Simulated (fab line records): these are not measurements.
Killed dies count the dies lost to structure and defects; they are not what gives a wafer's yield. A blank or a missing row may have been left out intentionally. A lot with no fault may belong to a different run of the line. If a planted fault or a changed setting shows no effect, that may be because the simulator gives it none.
Matching of chambers :: flow n5_finfet :: N5_PASSIVATION_PECVD_01 on pecvd-04 has 3 sister chambers
The step deposits SiNx from SiH4/NH3/N2, target thk 200 nm, time 43.2 s. 3 wafers are shown with their chamber, then 11 later ones without.

== WAFERS PAIRED WITH THEIR CHAMBERS ==
wafer: L086.4
chamber: 2
throttle_valve_pct (%): 27.2

wafer: L086.5
chamber: 0
throttle_valve_pct (%): 28.2

wafer: L092.1
chamber: 1
throttle_valve_pct (%): 29.7

== WAFERS WITH NO CHAMBER GIVEN ==
wafer: L092.2
throttle_valve_pct (%): 27.7

wafer: L092.5
throttle_valve_pct (%): 27.6

wafer: L094.2
throttle_valve_pct (%): 29.6

wafer: L094.4
throttle_valve_pct (%): 29.8

wafer: L094.5
throttle_valve_pct (%): 27.2

wafer: L096.3
throttle_valve_pct (%): 28.0

wafer: L096.4
throttle_valve_pct (%): 28.0

wafer: L096.6
throttle_valve_pct (%): 27.6

wafer: L097.3
throttle_valve_pct (%): 27.6

wafer: L097.4
throttle_valve_pct (%): 29.4

wafer: L097.5
throttle_valve_pct (%): 27.9

== WHICH CHAMBER EACH ONE RAN IN ==
wafer: L092.2
from the rows above: can't be placed: 0 or 2
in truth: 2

wafer: L092.5
from the rows above: can't be placed: 2 or 0
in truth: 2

wafer: L094.2
from the rows above: 1
in truth: 1

wafer: L094.4
from the rows above: 1
in truth: 1

wafer: L094.5
from the rows above: 2
in truth: 2

wafer: L096.3
from the rows above: can't be placed: 0 or 2
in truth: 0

wafer: L096.4
from the rows above: can't be placed: 0 or 2
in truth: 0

wafer: L096.6
from the rows above: can't be placed: 2 or 0
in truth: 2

wafer: L097.3
from the rows above: can't be placed: 2 or 0
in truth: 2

wafer: L097.4
from the rows above: 1
in truth: 1

wafer: L097.5
from the rows above: can't be placed: 0 or 2
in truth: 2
Placed correctly: 4 of 11. Not placeable from these rows: 7 (in 7, the candidates include the true chamber). 0 placed wrongly.
How it was worked out, from the rows above alone: a wafer's distance from a chamber is the root of the sum, over the readings, of the square of ((its reading less the chamber's mean) divided by the reading's scatter). The wafer belongs to the nearest chamber; if the next one is less than 2 further off, it can't be placed. For every chamber, the mean is computed from those of its wafers that are shown. The scatter: root of mean squared gap, hidden wafer to nearest shown wafer, with one shown wafer a chamber.
